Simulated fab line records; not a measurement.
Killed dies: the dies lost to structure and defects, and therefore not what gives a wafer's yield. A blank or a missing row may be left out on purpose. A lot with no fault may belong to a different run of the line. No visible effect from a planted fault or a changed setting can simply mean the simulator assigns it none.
Chamber matching -- flow nand-harc -- NHARC_P_BONDPAD_CMP_32 on cmp-04 has 4 sister chambers
The step polishes SiCN, target thk 200 nm. 4 wafers are shown with their chamber, then 9 later ones without.

== WAFERS WITH THEIR CHAMBER ==
wafer,chamber,motor-current-A (A)
L085.3,2,9.8
L088.1,3,13.5
L088.2,0,12.8
L088.3,1,12.9

== WAFERS WITH NO CHAMBER GIVEN ==
wafer,motor-current-A (A)
L091.1,13.6
L091.3,13.8
L091.6,9.7
L093.1,12.7
L093.3,10.0
L093.6,13.4
L097.2,13.4
L097.3,9.6
L097.6,12.8

== WHICH CHAMBER EACH WENT THROUGH ==
wafer,from the rows above,in truth
L091.1,3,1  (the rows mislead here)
L091.3,3,3
L091.6,2,2
L093.1,can't be placed: 0 or 1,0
L093.3,2,2
L093.6,3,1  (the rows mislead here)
L097.2,3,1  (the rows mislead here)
L097.3,2,2
L097.6,can't be placed: 0 or 1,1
Placed correctly: 4 of 9. From these rows, 2 cannot be placed; in 2 the true chamber is one of the candidates. Wrongly placed: 3.
How it was worked out, from the rows above alone: a wafer's distance from a chamber is the root of the sum, over the readings, of the square of ((its reading less the chamber's mean) divided by the reading's scatter). If the next closest chamber is less than 2 further off than the closest, the wafer can't be placed; otherwise it belongs to the closest. A chamber's mean is the mean of its shown wafers. The scatter: with one shown wafer a chamber, the root of the mean of the squares of how far each hidden wafer lies from its nearest shown one.
